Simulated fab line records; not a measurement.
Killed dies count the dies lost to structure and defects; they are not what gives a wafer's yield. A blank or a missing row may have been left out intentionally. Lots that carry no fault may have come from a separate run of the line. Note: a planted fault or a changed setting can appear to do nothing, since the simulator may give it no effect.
fab line records    flow nandHarc
record: lots: 24  wafers: 72  lastDay: 24
route steps=1159 shown A_CONTACT@963 A_BLC@977 A_M0@1006 A_M1@1038
lots that met no fault: taken from a fault-free run of the same line
startH: the number of hours between the record's first day and the start of the first shown wafer of the lot    waitH: hours elapsed since this lot's preceding step    " same as the row above    L1.1+2: a single row standing in for several wafers    - value missing, or start not given    * or withheld: withheld    < > ~ a bound
route shown NAME@n: names a module that has steps shown in the file, with the first one's number in the route    usual: mean/standard deviation of fault-free wafers    same: alike in all rows    chamber/n: place in a boat    sites: per-site readings    _std_site: standard deviation of those values    _edge_site: inner sites' mean taken away from outer sites' mean    radiusMm: how far each site lies from the wafer's centre    mask NAME#n: copy n    behind: the most recent tool/chamber to have shaped the wafer    hold: cause of the lot's hold/its duration in hours/its outcome    device: which transistor (n, p or np) failed to switch    end of line: the same wafers' tests at the end of the route    where a step has no rows: the recipe by itself    killed: not the wafer's yield, but the dies lost to structure and defects at the first sort    map: dies across one wafer; x = killed, . = not, _ = none there
set.NAME: the setting the step ran with; set.NAME@STEP: the setting that earlier step ran with    model.NAME: the simulator's own value behind a step, which no gauge read
route steps across a sampled set of lots; one table per step, one row per wafer
services: the hour from which a tool's chamber was out of use, counted from the record's first day as startH (under 0 if before that day), plus the number of hours and why
== steps ==
step: NHARC_A_CONTACT_INSPECT_23
usual: rawDefectCount: 429/130
lot.wafer  tool              chamber  startH  waitH  rawDefectCount
L074.1     defectInspect-01  -        397.45  0.1    332
L074.4     "                 -        "       "      406
L074.5     "                 -        "       "      393
L076.3     defectInspect-02  -        417.70  0.1    558
L076.4     "                 -        "       "      560
L076.5     "                 -        "       "      429
L078.1     defectInspect-02  -        422.66  0.1    475
L078.2     "                 -        "       "      492
L078.6     "                 -        "       "      418
L075.2     defectInspect-01  -        427.82  0.1    270
L075.4     "                 -        "       "      314
L075.6     "                 -        "       "      331
L077.4     defectInspect-01  -        432.62  0.1    329
L077.5     "                 -        "       "      434
L077.6     "                 -        "       "      434
L081.2     defectInspect-01  -        433.99  0.1    1216
L081.3     "                 -        "       "      510
L081.5     "                 -        "       "      348
L080.1     defectInspect-02  -        448.22  0.1    380
L080.2     "                 -        "       "      321
L080.6     "                 -        "       "      526
L082.1     defectInspect-01  -        449.69  0.1    698
L082.3     "                 -        "       "      269
L082.6     "                 -        "       "      354
L079.2     defectInspect-02  -        452.41  0.1    315
L079.4     "                 -        "       "      476
L079.6     "                 -        "       "      351
L084.1     defectInspect-02  -        454.21  0.1    334
L084.2     "                 -        "       "      331
L084.4     "                 -        "       "      520
L083.1     defectInspect-02  -        456.06  0.1    232
L083.3     "                 -        "       "      313
L083.5     "                 -        "       "      234
L086.2     defectInspect-02  -        459.53  0.1    527
L086.4     "                 -        "       "      515
L086.5     "                 -        "       "      635
L085.1     defectInspect-01  -        461.46  0.1    482
L085.3     "                 -        "       "      335
L085.5     "                 -        "       "      379
L087.4     defectInspect-02  -        463.02  0.1    352
L087.5     "                 -        "       "      267
L087.6     "                 -        "       "      493
L089.1     defectInspect-01  -        480.21  0.1    606
L089.5     "                 -        "       "      478
L089.6     "                 -        "       "      483
L091.3     defectInspect-01  -        497.47  0.1    399
L091.5     "                 -        "       "      295
L091.6     "                 -        "       "      313
L093.2     defectInspect-02  -        498.74  0.1    424
L093.4     "                 -        "       "      491
L093.6     "                 -        "       "      477
L088.3     defectInspect-02  -        499.76  0.1    342
L088.4     "                 -        "       "      421
L088.6     "                 -        "       "      371
L090.1     defectInspect-01  -        502.62  0.1    613
L090.2     "                 -        "       "      567
L090.3     "                 -        "       "      515
L092.1     defectInspect-02  -        504.37  0.1    466
L092.3     "                 -        "       "      385
L092.4     "                 -        "       "      575
L096.1     defectInspect-01  -        509.51  0.1    419
L096.3     "                 -        "       "      532
L096.5     "                 -        "       "      451
L094.1     defectInspect-02  -        510.24  0.1    620
L094.2     "                 -        "       "      476
L094.5     "                 -        "       "      723
L095.2     defectInspect-01  -        516.95  0.1    530
L095.4     "                 -        "       "      682
L095.6     "                 -        "       "      732
L097.1     defectInspect-01  -        533.95  0.1    487
L097.2     "                 -        "       "      361
L097.3     "                 -        "       "      306
step: NHARC_A_BLC_DESCUM_15
recipe: timeS: 3  o2FlowSccm: 200  arFlowSccm: 0  biasPowerW: 0  chemistry: O2
usual: drypumpMotorCurrentA: 5.7/0.47  mfcArSccm: 0.003/0.0054  o2FlowSccm: 200.0/0.62  oesProductAu: 0.998/0.009  rfVppV: 57.7/0.89  showerheadPlenumPTorr: 1.89/0.11  throttleValvePct: 11.311/0.01
same: timeS: 3
lot.wafer  tool        chamber  startH  waitH  drypumpMotorCurrentA  mfcArSccm  o2FlowSccm  oesProductAu  rfHoursCounterH  rfVppV  showerheadPlenumPTorr  throttleValvePct
L074.1     rieDiel-08  3        398.15  0.1    6.4                   0.009      199.3       0.982         31               56.9    1.86                   11.312
L074.5     "           3        "       "      6.4                   0.009      200.5       0.992         -                58.2    1.86                   11.305
L074.4     "           1        "       "      6.4                   0          199.5       0.992         -                57.8    1.80                   11.309
L076.3     rieDiel-11  3        418.39  0.1    5.0                   0.004      200.3       1.006         4                57.8    2.05                   11.309
L076.4     "           2        "       "      5.2                   0          200.5       0.998         4                59.2    2.03                   11.322
L076.5     "           0        "       "      6.2                   0          199.4       1.015         -                57.0    1.80                   11.295
L078.1     rieDiel-01  3        423.36  0.1    6.2                   0.003      198.8       1.006         7                57.4    1.94                   11.306
L078.2     "           0        "       "      5.6                   0.004      200.2       1.008         8                57.6    1.87                   11.320
L078.6     "           3        "       "      6.2                   0.003      199.6       0.999         -                58.1    1.95                   11.294
L075.2     rieDiel-01  3        428.51  0.1    6.2                   0.003      200.5       0.989         7                58.4    1.94                   11.291
L075.4     "           1        "       "      5.3                   0          199.7       0.987         11               58.2    1.82                   11.318
L075.6     "           3        "       "      6.2                   0.003      200.4       1.003         -                57.9    1.94                   11.314
L077.4     rieDiel-11  3        433.25  0.1    5.0                   0.004      199.4       0.986         -                58.5    2.05                   11.323
L077.6     "           1        "       "      6.0                   0.003      200.9       0.999         -                56.6    1.78                   11.300
L077.5     "           2        "       "      5.3                   0          199.9       0.990         -                57.8    2.03                   11.304
L081.2     rieDiel-01  0        434.71  0.1    5.6                   0.004      201.2       0.989         10               57.0    1.86                   11.305
L081.3     "           1        "       "      5.4                   0          198.6       0.986         12               57.0    1.82                   11.315
L081.5     "           3        "       "      6.2                   0.003      199.6       0.995         -                58.7    1.94                   11.303
L080.1     rieDiel-01  0        448.93  0.1    5.6                   0.004      200.6       1.008         12               57.5    1.86                   11.305
L080.2     "           3        "       "      6.2                   0.003      200.0       1.006         10               57.5    1.94                   11.317
L080.6     "           1        "       "      5.3                   0          200.5       0.982         -                56.4    1.82                   11.309
L082.3     rieDiel-01  3        450.41  0.1    6.2                   0.003      198.7       0.992         11               56.9    1.94                   11.327
L082.1     "           0        "       "      5.6                   0.004      199.7       0.997         12               58.7    1.86                   11.301
L082.6     "           2        "       "      5.6                   0          200.2       0.982         -                58.6    1.79                   11.308
L079.2     rieDiel-11  3        453.10  0.1    5.0                   0.004      199.8       0.998         7                58.5    2.04                   11.318
L079.4     "           0        "       "      6.2                   0          199.6       1.009         5                57.0    1.80                   11.300
L079.6     "           3        "       "      5.0                   0.004      200.0       1.003         -                59.3    2.04                   11.319
L084.2     rieDiel-11  3        454.93  0.1    5.0                   0.004      198.7       0.996         8                57.4    2.05                   11.315
L084.1     "           0        "       "      6.2                   0          199.6       1.005         6                58.1    1.80                   11.306
L084.4     "           0        "       "      6.1                   0          200.4       1.012         -                57.7    1.80                   11.301
L083.1     rieDiel-01  1        456.75  0.1    5.3                   0          199.2       0.984         16               57.6    1.82                   11.293
L083.3     "           3        "       "      6.2                   0.003      198.9       1.009         12               56.5    1.94                   11.321
L083.5     "           2        "       "      5.6                   0          199.3       0.995         -                56.8    1.79                   11.326
L086.2     rieDiel-01  2        460.26  0.1    5.6                   0          200.4       0.993         15               58.3    1.79                   11.313
L086.4     "           3        "       "      6.3                   0.003      201.0       0.997         12               57.3    1.94                   11.326
L086.5     "           1        "       "      5.3                   0          200.0       0.991         -                55.6    1.82                   11.311
L085.1     rieDiel-11  1        462.17  0.1    6.0                   0.003      200.7       1.001         8                58.5    1.78                   11.322
L085.3     "           2        "       "      5.3                   0          200.4       0.993         7                58.3    2.03                   11.299
L085.5     "           0        "       "      6.2                   0          200.3       0.988         -                58.3    1.80                   11.315
L087.4     rieDiel-11  2        463.72  0.1    5.2                   0          199.1       0.988         8                58.9    2.03                   11.315
L087.5     "           2        "       "      5.2                   0          199.7       0.995         -                58.8    2.03                   11.278
L087.6     "           3        "       "      5.0                   0.004      201.3       0.979         -                57.0    2.04                   11.307
L089.1     rieDiel-11  2        480.92  0.1    5.3                   0          199.5       1.015         10               59.4    2.03                   11.322
L089.6     "           0        "       "      6.2                   0          200.6       1.009         -                57.8    1.80                   11.311
L089.5     "           1        "       "      6.0                   0.003      199.2       1.005         -                57.0    1.78                   11.324
L091.3     rieDiel-11  1        498.17  0.1    6.0                   0.003      199.7       0.997         12               57.7    1.77                   11.306
L091.6     "           0        "       "      6.2                   0          201.0       1.008         -                57.4    1.80                   11.313
L091.5     "           1        "       "      6.0                   0.003      198.9       0.996         -                58.2    1.77                   11.316
L093.4     rieDiel-11  3        499.44  0.1    5.0                   0.004      200.5       1.001         13               58.7    2.04                   11.312
L093.2     "           1        "       "      6.0                   0.003      199.4       1.007         12               57.9    1.78                   11.310
L093.6     "           3        "       "      5.0                   0.004      199.5       1.006         -                59.2    2.04                   11.326
L088.4     rieDiel-11  1        500.45  0.1    6.0                   0.003      199.6       1.000         12               56.8    1.77                   11.315
L088.3     "           3        "       "      5.0                   0.004      199.6       1.002         14               58.3    2.04                   11.317
L088.6     "           1        "       "      6.0                   0.003      199.9       0.993         -                56.9    1.78                   11.311
L090.3     rieDiel-11  1        503.33  0.1    6.0                   0.003      199.9       0.987         13               57.9    1.77                   11.309
L090.1     "           3        "       "      5.0                   0.004      200.1       0.998         14               59.0    2.04                   11.311
L090.2     "           0        "       "      6.2                   0          199.2       1.009         12               56.1    1.80                   11.314
L092.1     rieDiel-11  2        505.07  0.1    5.2                   0          198.8       0.998         13               59.1    2.03                   11.315
L092.3     "           3        "       "      5.0                   0.004      199.8       0.997         15               57.8    2.04                   11.304
L092.4     "           2        "       "      5.2                   0          199.9       0.994         -                58.7    2.03                   11.311
L096.3     rieDiel-11  1        510.21  0.1    6.0                   0.003      199.6       1.000         15               57.0    1.77                   11.306
L096.1     "           3        "       "      5.0                   0.004      200.4       0.994         16               58.3    2.04                   11.310
L096.5     "           2        "       "      5.2                   0          200.0       1.002         -                58.4    2.03                   11.295
L094.1     rieDiel-08  2        510.94  0.1    6.3                   0.031      199.6       0.971         6                58.2    1.86                   11.317
L094.2     "           1        "       "      6.4                   0          199.7       0.994         7                56.9    1.79                   11.291
L094.5     "           2        "       "      6.3                   0.031      200.3       0.978         -                57.1    1.86                   11.322
L095.4     rieDiel-01  0        517.52  0.1    5.6                   0.004      199.2       1.005         1                57.1    1.86                   11.321
L095.2     "           1        "       "      5.3                   0          200.2       1.014         1                56.6    1.82                   11.325
L095.6     "           3        "       "      6.2                   0.003      199.0       0.991         -                59.0    1.94                   11.330
L097.1     rieDiel-11  2        534.65  0.1    5.2                   0          200.6       1.003         16               57.2    2.03                   11.315
L097.2     "           3        "       "      5.0                   0.004      200.3       0.999         18               58.1    2.04                   11.300
L097.3     "           0        "       "      6.2                   0          200.3       1.005         15               56.8    1.80                   11.321
step: NHARC_A_M0_INSPECT_11
usual: rawDefectCount: 30/12
lot.wafer  tool              chamber  startH  waitH  rawDefectCount
L074.1     defectInspect-02  -        413.86  0.0    25
L074.4     "                 -        "       "      27
L074.5     "                 -        "       "      32
L076.3     defectInspect-02  -        422.40  0.0    27
L076.4     "                 -        "       "      33
L076.5     "                 -        "       "      20
L078.1     defectInspect-02  -        429.25  0.0    33
L078.2     "                 -        "       "      28
L078.6     "                 -        "       "      29
L075.2     defectInspect-02  -        432.72  0.0    30
L075.4     "                 -        "       "      22
L075.6     "                 -        "       "      26
L077.4     defectInspect-01  -        445.01  0.1    18
L077.5     "                 -        "       "      21
L077.6     "                 -        "       "      29
L081.2     defectInspect-02  -        445.45  0.0    48
L081.3     "                 -        "       "      32
L081.5     "                 -        "       "      32
L080.1     defectInspect-01  -        455.86  0.1    13
L080.2     "                 -        "       "      16
L080.6     "                 -        "       "      15
L082.1     defectInspect-01  -        456.59  0.0    25
L082.3     "                 -        "       "      24
L082.6     "                 -        "       "      37
L079.2     defectInspect-01  -        459.75  0.0    18
L079.4     "                 -        "       "      12
L079.6     "                 -        "       "      19
L084.1     defectInspect-02  -        460.32  0.0    39
L084.2     "                 -        "       "      36
L084.4     "                 -        "       "      27
L083.1     defectInspect-01  -        461.32  0.0    23
L083.3     "                 -        "       "      15
L083.5     "                 -        "       "      25
L086.2     defectInspect-01  -        469.82  0.0    50
L086.4     "                 -        "       "      54
L086.5     "                 -        "       "      47
L085.1     defectInspect-02  -        470.37  0.0    41
L085.3     "                 -        "       "      45
L085.5     "                 -        "       "      43
L087.4     defectInspect-02  -        473.17  0.0    18
L087.5     "                 -        "       "      16
L087.6     "                 -        "       "      13
L089.1     defectInspect-01  -        494.37  0.0    20
L089.5     "                 -        "       "      15
L089.6     "                 -        "       "      14
L091.3     defectInspect-01  -        502.12  0.0    29
L091.5     "                 -        "       "      31
L091.6     "                 -        "       "      21
L093.2     defectInspect-01  -        504.60  0.0    32
L093.4     "                 -        "       "      23
L093.6     "                 -        "       "      34
L088.3     defectInspect-02  -        505.75  0.0    48
L088.4     "                 -        "       "      47
L088.6     "                 -        "       "      51
L090.1     defectInspect-01  -        509.66  0.0    37
L090.2     "                 -        "       "      32
L090.3     "                 -        "       "      36
L092.1     defectInspect-01  -        511.55  0.0    34
L092.3     "                 -        "       "      44
L092.4     "                 -        "       "      36
L096.1     defectInspect-01  -        517.10  0.0    14
L096.3     "                 -        "       "      17
L096.5     "                 -        "       "      15
L094.1     defectInspect-01  -        519.04  0.0    27
L094.2     "                 -        "       "      37
L094.5     "                 -        "       "      35
L095.2     defectInspect-01  -        523.84  0.0    54
L095.4     "                 -        "       "      46
L095.6     "                 -        "       "      50
L097.1     defectInspect-02  -        539.28  0.0    39
L097.2     "                 -        "       "      41
L097.3     "                 -        "       "      43
step: NHARC_A_M0_INSPECT_27
usual: rawDefectCount: 468/160
lot.wafer  tool              chamber  startH  waitH  rawDefectCount
L074.1     defectInspect-02  -        416.44  0.0    539
L074.4     "                 -        "       "      409
L074.5     "                 -        "       "      429
L076.3     defectInspect-02  -        425.00  0.0    327
L076.4     "                 -        "       "      371
L076.5     "                 -        "       "      547
L078.1     defectInspect-01  -        431.81  0.0    538
L078.2     "                 -        "       "      437
L078.6     "                 -        "       "      523
L075.2     defectInspect-02  -        435.29  0.0    477
L075.4     "                 -        "       "      318
L075.6     "                 -        "       "      540
L077.4     defectInspect-01  -        447.60  0.0    409
L077.5     "                 -        "       "      311
L077.6     "                 -        "       "      488
L081.2     defectInspect-02  -        448.00  0.0    436
L081.3     "                 -        "       "      471
L081.5     "                 -        "       "      266
L080.1     defectInspect-01  -        458.39  0.0    473
L080.2     "                 -        "       "      486
L080.6     "                 -        "       "      441
L082.1     defectInspect-02  -        459.12  0.0    337
L082.3     "                 -        "       "      341
L082.6     "                 -        "       "      411
L079.2     defectInspect-02  -        462.30  0.0    549
L079.4     "                 -        "       "      751
L079.6     "                 -        "       "      726
L084.1     defectInspect-02  -        462.91  0.0    346
L084.2     "                 -        "       "      436
L084.4     "                 -        "       "      390
L083.1     defectInspect-01  -        464.00  0.0    378
L083.3     "                 -        "       "      292
L083.5     "                 -        "       "      366
L086.2     defectInspect-02  -        472.50  0.0    780
L086.4     "                 -        "       "      954
L086.5     "                 -        "       "      728
L085.1     defectInspect-02  -        472.98  0.0    1039
L085.3     "                 -        "       "      597
L085.5     "                 -        "       "      707
L087.4     defectInspect-02  -        475.76  0.0    413
L087.5     "                 -        "       "      246
L087.6     "                 -        "       "      453
L089.1     defectInspect-01  -        496.91  0.0    399
L089.5     "                 -        "       "      289
L089.6     "                 -        "       "      448
L091.3     defectInspect-02  -        504.66  0.0    326
L091.5     "                 -        "       "      282
L091.6     "                 -        "       "      355
L093.2     defectInspect-02  -        507.23  0.0    388
L093.4     "                 -        "       "      528
L093.6     "                 -        "       "      635
L088.3     defectInspect-02  -        508.41  0.0    380
L088.4     "                 -        "       "      813
L088.6     "                 -        "       "      794
L090.1     defectInspect-02  -        512.28  0.0    289
L090.2     "                 -        "       "      322
L090.3     "                 -        "       "      241
L092.1     defectInspect-02  -        514.22  0.0    602
L092.3     "                 -        "       "      512
L092.4     "                 -        "       "      502
L096.1     defectInspect-01  -        519.70  0.0    411
L096.3     "                 -        "       "      613
L096.5     "                 -        "       "      448
L094.1     defectInspect-01  -        521.64  0.0    483
L094.2     "                 -        "       "      403
L094.5     "                 -        "       "      491
L095.2     defectInspect-02  -        526.52  0.0    341
L095.4     "                 -        "       "      404
L095.6     "                 -        "       "      311
L097.1     defectInspect-01  -        542.09  0.0    378
L097.2     "                 -        "       "      588
L097.3     "                 -        "       "      423
step: NHARC_A_M1_INSPECT_11
usual: rawDefectCount: 31/12
lot.wafer  tool              chamber  startH  waitH  rawDefectCount
L074.1     defectInspect-01  -        418.02  0.0    29
L074.4     "                 -        "       "      27
L074.5     "                 -        "       "      34
L076.3     defectInspect-02  -        426.94  0.0    27
L076.4     "                 -        "       "      33
L076.5     "                 -        "       "      22
L078.1     defectInspect-01  -        433.23  0.0    36
L078.2     "                 -        "       "      32
L078.6     "                 -        "       "      29
L075.2     defectInspect-01  -        436.82  0.0    32
L075.4     "                 -        "       "      22
L075.6     "                 -        "       "      26
L077.4     defectInspect-01  -        449.18  0.0    18
L077.5     "                 -        "       "      20
L077.6     "                 -        "       "      32
L081.2     defectInspect-01  -        449.55  0.0    49
L081.3     "                 -        "       "      32
L081.5     "                 -        "       "      31
L080.1     defectInspect-02  -        459.78  0.0    13
L080.2     "                 -        "       "      15
L080.6     "                 -        "       "      12
L082.1     defectInspect-02  -        460.66  0.0    27
L082.3     "                 -        "       "      25
L082.6     "                 -        "       "      37
L079.2     defectInspect-01  -        463.74  0.0    19
L079.4     "                 -        "       "      13
L079.6     "                 -        "       "      22
L084.1     defectInspect-02  -        464.60  0.0    40
L084.2     "                 -        "       "      35
L084.4     "                 -        "       "      25
L083.1     defectInspect-02  -        465.92  0.0    20
L083.3     "                 -        "       "      16
L083.5     "                 -        "       "      24
L086.2     defectInspect-01  -        474.01  0.0    51
L086.4     "                 -        "       "      58
L086.5     "                 -        "       "      47
L085.1     defectInspect-01  -        474.38  0.0    46
L085.3     "                 -        "       "      47
L085.5     "                 -        "       "      40
L087.4     defectInspect-02  -        477.23  0.0    18
L087.5     "                 -        "       "      16
L087.6     "                 -        "       "      12
L089.1     defectInspect-02  -        498.30  0.0    18
L089.5     "                 -        "       "      17
L089.6     "                 -        "       "      16
L091.3     defectInspect-01  -        506.17  0.0    33
L091.5     "                 -        "       "      31
L091.6     "                 -        "       "      23
L093.2     defectInspect-02  -        508.77  0.0    32
L093.4     "                 -        "       "      23
L093.6     "                 -        "       "      36
L088.3     defectInspect-02  -        509.95  0.0    51
L088.4     "                 -        "       "      49
L088.6     "                 -        "       "      49
L090.1     defectInspect-01  -        513.69  0.0    39
L090.2     "                 -        "       "      32
L090.3     "                 -        "       "      35
L092.1     defectInspect-01  -        515.61  0.0    34
L092.3     "                 -        "       "      45
L092.4     "                 -        "       "      37
L096.1     defectInspect-02  -        521.26  0.0    12
L096.3     "                 -        "       "      21
L096.5     "                 -        "       "      14
L094.1     defectInspect-01  -        523.03  0.0    28
L094.2     "                 -        "       "      36
L094.5     "                 -        "       "      33
L095.2     defectInspect-02  -        528.02  0.0    56
L095.4     "                 -        "       "      45
L095.6     "                 -        "       "      49
L097.1     defectInspect-01  -        543.61  0.0    43
L097.2     "                 -        "       "      43
L097.3     "                 -        "       "      45
step: NHARC_A_M1_ETCH_35
recipe: targetDepthA: 400  overetchA: 120  timeS: 43.94  ionEnergyEv: 200  n2FlowSccm: 150  h2FlowSccm: 150  arFlowSccm: 0  rfW: 400  biasW: 150  chemistry: N2/H2
usual: drypumpMotorCurrentA: 5.8/0.39  mfcArSccm: 0.009/0.015  oesProductAu: 0.999/0.0088  rfVppV: 429.9/2.2  showerheadPlenumPTorr: 2.02/0.07  throttleValvePct: 14.172/0.0083
same: timeS: 43.94
lot.wafer  tool        chamber  startH  waitH  drypumpMotorCurrentA  mfcArSccm  oesProductAu  rfHoursCounterH  rfVppV  showerheadPlenumPTorr  throttleValvePct
L074.4     rieDiel-10  3        418.17  0.1    6.2                   0          0.998         3                429.4   1.98                   14.165
L074.1     "           0        "       "      5.9                   0.039      0.983         2                431.0   2.08                   14.173
L074.5     "           2        "       "      5.8                   0          0.992         -                429.2   2.00                   14.171
L076.3     rieDiel-10  1        427.08  0.1    5.3                   0.022      1.006         3                427.5   1.94                   14.176
L076.4     "           0        "       "      5.9                   0.039      0.986         3                431.5   2.08                   14.171
L076.5     "           2        "       "      5.8                   0          0.991         -                429.0   2.00                   14.172
L078.1     rieDiel-04  2        433.47  0.2    5.1                   0          1.004         3                426.0   1.91                   14.178
L078.2     "           0        "       "      6.3                   0          1.003         3                432.7   2.04                   14.192
L078.6     "           2        "       "      5.1                   0          1.003         -                427.2   1.91                   14.156
L075.2     rieDiel-04  3        436.97  0.1    5.3                   0          0.995         3                429.7   2.04                   14.170
L075.4     "           0        "       "      6.3                   0          1.002         3                429.5   2.04                   14.160
L075.6     "           2        "       "      5.1                   0          1.009         -                427.5   1.91                   14.177
L077.4     rieDiel-10  1        449.33  0.1    5.4                   0.022      1.000         4                429.3   1.94                   14.164
L077.5     "           0        "       "      5.9                   0.039      0.987         -                432.3   2.08                   14.176
L077.6     "           1        "       "      5.4                   0.022      1.006         -                428.2   1.94                   14.177
L081.2     rieDiel-04  3        449.69  0.1    5.3                   0          1.006         4                430.1   2.04                   14.173
L081.3     "           1        "       "      5.9                   0          1.005         3                432.6   2.12                   14.182
L081.5     "           0        "       "      6.3                   0          1.010         -                430.7   2.04                   14.161
L080.2     rieDiel-04  0        459.92  0.1    6.4                   0          1.005         4                432.0   2.04                   14.187
L080.1     "           2        "       "      5.2                   0          1.004         4                425.0   1.91                   14.157
L080.6     "           1        "       "      5.8                   0          0.989         -                432.3   2.12                   14.181
L082.1     rieDiel-10  2        460.80  0.1    5.8                   0          1.003         5                429.3   2.00                   14.185
L082.3     "           3        "       "      6.2                   0          0.999         5                429.4   1.98                   14.174
L082.6     "           2        "       "      5.9                   0          1.013         -                430.4   2.00                   14.173
L079.4     rieDiel-10  1        463.89  0.1    5.3                   0.022      1.014         5                428.0   1.93                   14.164
L079.2     "           3        "       "      6.2                   0          1.008         5                428.2   1.98                   14.176
L079.6     "           2        "       "      5.8                   0          1.012         -                428.6   2.00                   14.174
L084.4     rieDiel-04  0        464.75  0.1    6.3                   0          1.002         4                430.7   2.04                   14.169
L084.1     "           1        "       "      5.9                   0          0.996         4                432.0   2.12                   14.164
L084.2     "           2        "       "      5.1                   0          0.990         4                425.7   1.91                   14.167
L083.3     rieDiel-10  3        466.11  0.1    6.2                   0          0.993         5                427.4   1.98                   14.189
L083.1     "           0        "       "      5.9                   0.039      0.973         4                431.8   2.08                   14.176
L083.5     "           2        "       "      5.9                   0          1.012         -                429.6   2.00                   14.171
L086.2     rieDiel-02  2        474.16  0.1    6.1                   0.024      0.991         13               432.6   2.15                   14.160
L086.4     "           0        "       "      5.8                   0.039      1.009         11               433.0   2.11                   14.180
L086.5     "           3        "       "      5.9                   0.040      1.016         -                427.0   1.95                   14.176
L085.1     rieDiel-10  0        474.54  0.1    5.9                   0.039      0.983         4                432.4   2.08                   14.184
L085.3     "           1        "       "      5.3                   0.022      0.997         6                427.7   1.93                   14.186
L085.5     "           3        "       "      6.1                   0          0.992         -                427.4   1.98                   14.178
L087.4     rieDiel-04  1        477.37  0.1    5.8                   0          0.999         0                433.2   2.12                   14.160
L087.6     "           1        "       "      5.8                   0          1.001         -                432.6   2.12                   14.181
L087.5     "           2        "       "      5.1                   0          0.999         -                427.0   1.91                   14.160
L089.1     rieDiel-04  0        498.46  0.1    6.4                   0          0.997         0                430.9   2.04                   14.164
L089.5     "           3        "       "      5.3                   0          0.998         -                430.0   2.04                   14.162
L089.6     "           0        "       "      6.4                   0          0.996         -                430.6   2.04                   14.178
L091.3     rieDiel-04  1        506.33  0.1    5.8                   0          1.002         1                433.3   2.12                   14.174
L091.5     "           3        "       "      5.3                   0          0.990         -                432.0   2.04                   14.168
L091.6     "           0        "       "      6.3                   0          1.001         -                430.4   2.04                   14.161
L093.2     rieDiel-10  0        508.92  0.1    5.9                   0.039      1.007         6                431.6   2.08                   14.176
L093.4     "           2        "       "      5.9                   0          1.021         8                429.3   2.00                   14.178
L093.6     "           3        "       "      6.2                   0          0.999         -                428.4   1.98                   14.174
L088.3     rieDiel-04  0        510.09  0.1    6.3                   0          0.994         1                431.6   2.04                   14.179
L088.4     "           3        "       "      5.3                   0          0.985         1                431.0   2.04                   14.168
L088.6     "           1        "       "      5.8                   0          0.989         -                434.0   2.12                   14.174
L090.3     rieDiel-04  0        513.86  0.1    6.3                   0          0.996         1                430.7   2.04                   14.187
L090.1     "           1        "       "      5.8                   0          0.989         1                433.6   2.12                   14.172
L090.2     "           2        "       "      5.1                   0          1.000         1                426.3   1.91                   14.164
L092.4     rieDiel-10  0        515.75  0.1    5.9                   0.039      1.006         8                433.1   2.08                   14.171
L092.1     "           2        "       "      5.8                   0          1.017         9                428.3   1.99                   14.161
L092.3     "           3        "       "      6.2                   0          0.994         9                428.3   1.98                   14.169
L096.1     rieDiel-04  2        521.43  0.1    5.1                   0          1.006         1                426.3   1.91                   14.165
L096.3     "           3        "       "      5.2                   0          0.994         1                431.5   2.04                   14.176
L096.5     "           3        "       "      5.2                   0          0.986         -                430.6   2.04                   14.170
L094.2     rieDiel-10  2        523.18  0.1    5.8                   0          0.998         10               428.8   1.99                   14.166
L094.1     "           0        "       "      5.9                   0.039      1.005         9                431.2   2.08                   14.175
L094.5     "           2        "       "      5.8                   0          1.000         -                430.1   1.99                   14.170
L095.2     rieDiel-02  3        528.18  0.1    5.9                   0.040      1.002         1                428.5   1.95                   14.173
L095.6     "           3        "       "      5.9                   0.040      1.008         -                427.7   1.95                   14.180
L095.4     "           2        "       "      6.0                   0.024      1.008         -                434.2   2.15                   14.182
L097.2     rieDiel-02  1        543.78  0.1    6.1                   0.002      1.013         3                429.5   1.99                   14.163
L097.3     "           2        "       "      6.0                   0.024      1.002         3                431.8   2.15                   14.163
L097.1     "           3        "       "      5.9                   0.040      0.988         3                426.9   1.95                   14.170
== services ==
tool        chamber  startH  hours  kind
rieDiel-10  3        374.36  6.5    repair
rieDiel-11  0        375.50  -      clean
rieDiel-11  1        375.50  -      clean
rieDiel-11  2        375.50  -      clean
rieDiel-11  3        375.50  -      clean
rieDiel-02  2        382.50  8.2    repair
rieDiel-04  1        385.83  11.1   repair
rieDiel-02  0        388.96  12.8   repair
rieDiel-08  0        397.27  2.3    repair
rieDiel-04  -        409.14  1.6    repair
rieDiel-11  0        426.37  15.6   repair
rieDiel-10  0        432.27  7.2    repair
rieDiel-11  2        453.99  5.9    repair
rieDiel-02  3        463.07  2.8    repair
rieDiel-04  -        465.90  9.0    pm
rieDiel-01  3        478.11  3.8    repair
rieDiel-08  -        479.89  9.0    pm
rieDiel-02  0        486.28  77.2   repair
rieDiel-01  -        491.80  9.0    pm
rieDiel-11  0        503.81  2.8    repair
rieDiel-02  -        504.70  9.0    pm
rieDiel-04  0        518.55  14.2   repair
rieDiel-10  -        530.50  9.0    pm
rieDiel-11  -        543.50  9.0    pm
== key ==
fault none
